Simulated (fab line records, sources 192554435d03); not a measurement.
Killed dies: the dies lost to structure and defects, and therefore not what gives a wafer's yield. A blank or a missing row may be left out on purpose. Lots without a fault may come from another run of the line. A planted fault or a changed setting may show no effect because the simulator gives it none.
fab line records | flow n5-finfet
record: lots: 10 wafers: 30 last-day: 16
route steps=1938 shown BEOL_M3@1004 BEOL_M4@1022
lots with no fault: from the same line, run without faults
start-h: start of the lot's first displayed wafer, in hours after the record's first day | wait-h: time in hours since the lot's previous step | " unchanged from the row above | L1.1+2: several wafers, shown together as one row | - no value, or no start given | * or withheld: withheld | < > ~ a bound
route shown NAME@n: a module of which the file shows steps, and the number in the route of the first | usual: the fault-free wafers' mean and standard deviation | same: alike in all rows | chamber/n: place in a boat | sites: readings site by site | _std_site: standard deviation of those values | _edge_site: the outer-site mean with the inner-site mean subtracted | radius-mm: how far each site lies from the wafer's centre | mask NAME#n: copy n | behind: tool/chamber where the wafer was last shaped | hold: the reason the lot was held/the length of the hold in hours/how it ended | device: names the non-switching transistor (n, p or np) | end of line: the same wafers' tests at the end of the route | where a step has no rows: the recipe by itself | killed: not the wafer's yield, but the dies lost to structure and defects at the first sort | map: dies across one wafer; x = killed, . = not, _ = none there
set.NAME: setting as actually run; set.NAME@STEP: the setting as run at that earlier step | model.NAME: the simulator's own value behind a step, which no gauge read
a sample of lots followed through the steps of the route, with each step as a table and each wafer as a row
services: from which hour (start-h, from the record's first day; less than 0 if before it) a tool's chamber was out of use, for how many hours, and why
== steps ==
step: N5_BEOL_M3_SPUTTER_90
recipe: material: Cu target-thk-a: 45 temp-c: -20 chamber-pressure-pa: 0.07 power-w: withheld time-s: 8.29
usual: throttle-valve-pct: 29.8/1.1
columns lot.wafer tool chamber start-h wait-h throttle-valve-pct
L434.1 pvd-sputter-01 - 150.54 0.1 28.9
L434.3 " - " " 28.9
L434.4 " - " " 30.1
L435.1 pvd-sputter-01 - 156.36 0.1 28.5
L435.4 " - " " 30.0
L435.6 " - " " 29.1
L437.3 pvd-sputter-03 - 166.50 0.1 29.5
L437.5 " - " " 31.2
L437.6 " - " " 29.7
L440.1 pvd-sputter-03 - 208.35 0.1 29.8
L440.4 " - " " 30.3
L440.5 " - " " 27.5
L441.1 pvd-sputter-02 - 211.93 0.1 29.9
L441.2 " - " " 29.5
L441.6 " - " " 29.0
L442.1 pvd-sputter-01 - 213.27 0.1 28.9
L442.3 " - " " 30.6
L442.4 " - " " 29.0
L443.3 pvd-sputter-03 - 220.28 0.1 27.2
L443.5 " - " " 29.8
L443.6 " - " " 27.6
L448.2 pvd-sputter-03 - 241.03 0.1 29.5
L448.4 " - " " 31.1
L448.6 " - " " 31.3
L447.2 pvd-sputter-03 - 247.45 0.1 27.5
L447.4 " - " " 30.2
L447.6 " - " " 30.1
L452.2 pvd-sputter-01 - 271.56 0.1 29.0
L452.3 " - " " 30.1
L452.5 " - " " 29.1
step: N5_BEOL_M3_ANNEAL_93
recipe: temp-c: 400 time-s: 240 ambient: vacuum
usual: heater-power-w: 824/62
columns lot.wafer tool chamber start-h wait-h heater-power-w
L434.1 pvd-sputter-01 - 150.84 0.0 761
L434.3 " - " " 939
L434.4 " - " " 760
L435.1 pvd-sputter-01 - 156.66 0.0 764
L435.4 " - " " 788
L435.6 " - " " 945
L437.3 pvd-sputter-03 - 166.80 0.0 744
L437.5 " - " " 932
L437.6 " - " " 758
L440.1 pvd-sputter-03 - 208.65 0.0 753
L440.4 " - " " 805
L440.5 " - " " 804
L441.1 pvd-sputter-02 - 212.23 0.0 866
L441.2 " - " " 791
L441.6 " - " " 839
L442.1 pvd-sputter-01 - 213.57 0.0 772
L442.3 " - " " 827
L442.4 " - " " 916
L443.3 pvd-sputter-03 - 220.58 0.0 765
L443.5 " - " " 812
L443.6 " - " " 791
L448.2 pvd-sputter-03 - 241.33 0.0 757
L448.4 " - " " 961
L448.6 " - " " 948
L447.2 pvd-sputter-03 - 247.75 0.0 754
L447.4 " - " " 802
L447.6 " - " " 811
L452.2 pvd-sputter-01 - 271.86 0.0 922
L452.3 " - " " 760
L452.5 " - " " 801
step: N5_BEOL_M4_THK_MEAS_01
recipe: reads: SiOC_of_BEOL_M4_ILD_DEP_00
usual: M4_ILD_THK: 78.7/1.2
columns lot.wafer tool chamber start-h wait-h M4_ILD_THK[nm]
L434.1 film-metro-02 - 152.43 0.0 77.5
L434.3 " - " " 78.1
L434.4 " - " " 78.0
L435.1 film-metro-02 - 158.20 0.0 78.7
L435.4 " - " " 78.3
L435.6 " - " " 80.9
L437.3 film-metro-02 - 168.47 0.1 79.0
L437.5 " - " " 79.4
L437.6 " - " " 81.6
L440.1 film-metro-01 - 210.21 0.1 77.7
L440.4 " - " " 78.8
L440.5 " - " " 79.3
L441.1 film-metro-01 - 213.79 0.1 76.2
L441.2 " - " " 75.6
L441.6 " - " " 78.2
L442.1 film-metro-01 - 215.11 0.0 78.4
L442.3 " - " " 79.5
L442.4 " - " " 80.3
L443.3 film-metro-02 - 222.19 0.1 79.7
L443.5 " - " " 79.3
L443.6 " - " " 79.5
L448.2 film-metro-01 - 242.87 0.1 80.1
L448.4 " - " " 81.3
L448.6 " - " " 82.3
L447.2 film-metro-01 - 249.30 0.1 77.7
L447.4 " - " " 79.9
L447.6 " - " " 79.6
L452.2 film-metro-02 - 273.43 0.1 78.8
L452.3 " - " " 80.4
L452.5 " - " " 80.5
step: N5_BEOL_M4_PECVD_72
recipe: material: SiO2 target-thk-a: 160 temp-c: 400 precursor: TEOS/O2 pressure-torr: 5.5 rf-w: 450 teos-flow-sccm: 53.8 gas: O2 flow-sccm: 3000 time-s: 18
usual: chamber-pressure-Torr: 5.498/0.013 heater-power-w: 714/85 showerhead-plenum-p-Torr: 8.80/0.048 susceptor-temp-C: 400.00/0.25 throttle-valve-pct: 22.4/1.1
columns lot.wafer tool chamber start-h wait-h chamber-pressure-Torr heater-power-w showerhead-plenum-p-Torr susceptor-temp-C throttle-valve-pct
L434.1 pecvd-04 1 152.47 0.0 5.510 813 8.79 399.89 24.5
L434.3 " 0 " " 5.465 675 8.78 399.70 21.1
L434.4 " 1 " " 5.513 821 8.81 399.97 24.7
L435.1 pecvd-03 0 158.23 0.0 5.508 493 8.84 400.17 21.1
L435.4 " 1 " " 5.509 752 8.72 399.82 23.0
L435.6 " 0 " " 5.515 480 8.85 399.97 21.2
L437.3 pecvd-01 0 168.50 0.0 5.502 707 8.75 400.11 21.7
L437.5 " 2 " " 5.513 712 8.87 400.10 21.7
L437.6 " 0 " " 5.480 698 8.79 400.13 21.9
L440.1 pecvd-01 2 210.24 0.0 5.506 728 8.87 399.94 21.7
L440.4 " 0 " " 5.496 635 8.77 399.98 21.6
L440.5 " 2 " " 5.506 728 8.87 399.94 21.4
L441.1 pecvd-04 2 213.82 0.0 5.485 603 8.85 399.70 22.2
L441.2 " 1 " " 5.488 796 8.78 399.98 24.5
L441.6 " 0 " " 5.511 763 8.81 400.01 21.9
L442.1 pecvd-04 2 215.15 0.0 5.502 608 8.85 399.41 22.4
L442.3 " 1 " " 5.497 821 8.79 400.12 24.6
L442.4 " 1 " " 5.495 815 8.80 400.15 24.5
L443.3 pecvd-04 0 222.22 0.0 5.485 750 8.82 400.00 21.5
L443.5 " 0 " " 5.492 753 8.77 400.03 21.5
L443.6 " 2 " " 5.519 652 8.86 399.54 22.5
L448.2 pecvd-04 1 242.91 0.0 5.494 779 8.80 400.45 24.7
L448.4 " 1 " " 5.501 798 8.80 400.33 24.5
L448.6 " 0 " " 5.504 675 8.79 404.14 21.7
L447.2 pecvd-04 2 249.33 0.0 5.505 687 8.86 399.98 22.3
L447.4 " 0 " " 5.509 777 8.79 403.53 21.1
L447.6 " 1 " " 5.495 742 8.81 400.15 24.8
L452.2 pecvd-01 0 273.46 0.0 5.494 738 8.78 399.98 21.5
L452.3 " 2 " " 5.501 780 8.86 400.27 21.4
L452.5 " 0 " " 5.510 754 8.77 399.76 21.6
step: N5_BEOL_M4_RC_MEAS_101
usual: DIBL_N: 36.4/2.7 DIBL_P: 36/3.2 IOFF_N: 0.16/0.046 IOFF_P: 0.21/0.055 ION_N: 677/15 ION_P: 464/11 SS_N: 71.5/0.79 SS_P: 73.3/0.93 VT_N: 250/4.1 VT_P: -251/4.4
columns lot.wafer tool chamber start-h wait-h DIBL_N[mV/V] DIBL_P[mV/V] IOFF_N[nA/um] IOFF_P[nA/um] ION_N[uA/um] ION_P[uA/um] SS_N[mV/dec] SS_P[mV/dec] VT_N[mV] VT_P[mV]
L434.1 prober-01 0 164.22 0.2 34.9 35 0.14 0.22 670 466 72.1 73.6 251 -247
L434.3 " 0 " " 36.4 37 0.18 0.26 683 472 72.4 73.2 247 -245
L434.4 " 0 " " 39.0 41 0.23 0.35 690 470 72.5 75.1 247 -240
L435.1 prober-02 0 166.53 0.0 37.0 35 0.16 0.21 680 467 71.0 73.8 249 -249
L435.4 " 0 " " 43.5 44 0.32 0.42 733 500 72.7 76.2 242 -240
L435.6 " 0 " " 39.5 38 0.22 0.29 692 479 71.5 73.5 244 -245
L437.3 prober-01 0 189.09 0.3 38.3 40 0.22 0.36 695 487 72.9 73.0 242 -239
L437.5 " 0 " " 37.2 38 0.19 0.28 691 478 72.2 73.6 245 -242
L437.6 " 0 " " 35.4 36 0.16 0.26 682 481 72.0 73.0 248 -243
L440.1 prober-02 0 226.22 0.0 31.4 30 0.10 0.14 677 464 70.5 72.7 257 -254
L440.4 " 0 " " 31.9 31 0.11 0.14 659 458 70.4 72.8 256 -254
L440.5 " 0 " " 34.2 34 0.12 0.17 652 451 71.1 73.1 257 -257
L442.1 prober-02 0 230.80 0.0 38.0 36 0.17 0.23 672 461 72.2 73.8 249 -250
L442.3 " 0 " " 36.2 36 0.13 0.22 671 461 71.8 72.7 255 -250
L442.4 " 0 " " 37.5 36 0.17 0.21 683 460 72.0 73.7 249 -252
L441.1 prober-01 0 232.56 0.0 32.3 32 0.10 0.15 669 465 70.9 71.4 255 -253
L441.2 " 0 " " 36.5 38 0.17 0.23 687 472 71.7 72.6 248 -250
L441.6 " 0 " " 33.2 33 0.11 0.16 665 458 70.6 71.4 251 -252
L443.3 prober-01 0 235.90 0.3 37.4 37 0.14 0.21 667 468 71.6 73.1 254 -250
L443.5 " 0 " " 38.3 37 0.16 0.23 686 472 71.9 73.2 251 -249
L443.6 " 0 " " 39.2 40 0.18 0.28 690 473 71.7 74.1 247 -247
L448.2 prober-02 0 257.55 0.2 33.3 34 0.12 0.18 656 454 71.3 73.1 254 -254
L448.4 " 0 " " 38.7 39 0.24 0.25 684 456 72.1 75.0 244 -251
L448.6 " 0 " " 36.7 35 0.18 0.19 653 445 72.6 73.5 252 -254
L447.2 prober-01 0 263.50 0.2 34.6 35 0.13 0.16 667 461 71.4 72.8 254 -254
L447.4 " 0 " " 39.2 41 0.20 0.24 671 459 72.4 74.0 251 -249
L447.6 " 0 " " 42.8 45 0.29 0.35 698 474 73.4 75.4 245 -246
L452.2 prober-02 0 286.74 0.2 34.7 35 0.13 0.14 667 445 71.0 72.4 255 -255
L452.3 " 0 " " 37.8 41 0.18 0.22 671 450 72.3 73.9 251 -253
L452.5 " 0 " " 34.3 36 0.12 0.16 658 445 71.2 72.7 254 -258
== services ==
columns tool chamber start-h hours kind
pecvd-03 0 130.76 2.1 scheduled-down
pvd-sputter-03 - 137.19 0.5 repair
pvd-sputter-01 - 172.98 11.1 repair
pecvd-04 0 182.03 5.5 scheduled-down
pecvd-03 - 183.37 1.1 repair
pecvd-01 2 189.61 5.5 scheduled-down
pecvd-03 2 202.38 - clean
pecvd-03 2 202.38 - consumable-replace:showerhead
pecvd-03 2 202.38 29.0 scheduled-down
pecvd-03 2 202.38 29.0 vent-cycle
pecvd-01 - 224.41 0.5 repair
pecvd-03 0 225.32 16.5 scheduled-down
pecvd-01 1 254.45 48.9 repair
pecvd-03 2 264.01 2.1 scheduled-down
pecvd-01 2 264.95 6.6 repair
== key ==
first-sign: step: N5_BEOL_M4_PECVD_72 reading: susceptor-temp-C direction: up sigmas: 16 usual: * struck: *
effect none on later readings
met-at N5_BEOL_M4_PECVD_72
struck-lots L447,L448
struck-wafers L447.4,L448.6
not-acting-at N5_BEOL_M3_SPUTTER_90,N5_BEOL_M3_ANNEAL_93,N5_BEOL_M4_THK_MEAS_01
onset-between 222.22 242.91
fault: kind: process-parameter-drift tool: pecvd-04 chamber: 0 onset-h: 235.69 steps: N5_BEOL_M4_PECVD_72 channel: temp-c offset: * shape: step end-h: 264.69 acts-in: * stated: *
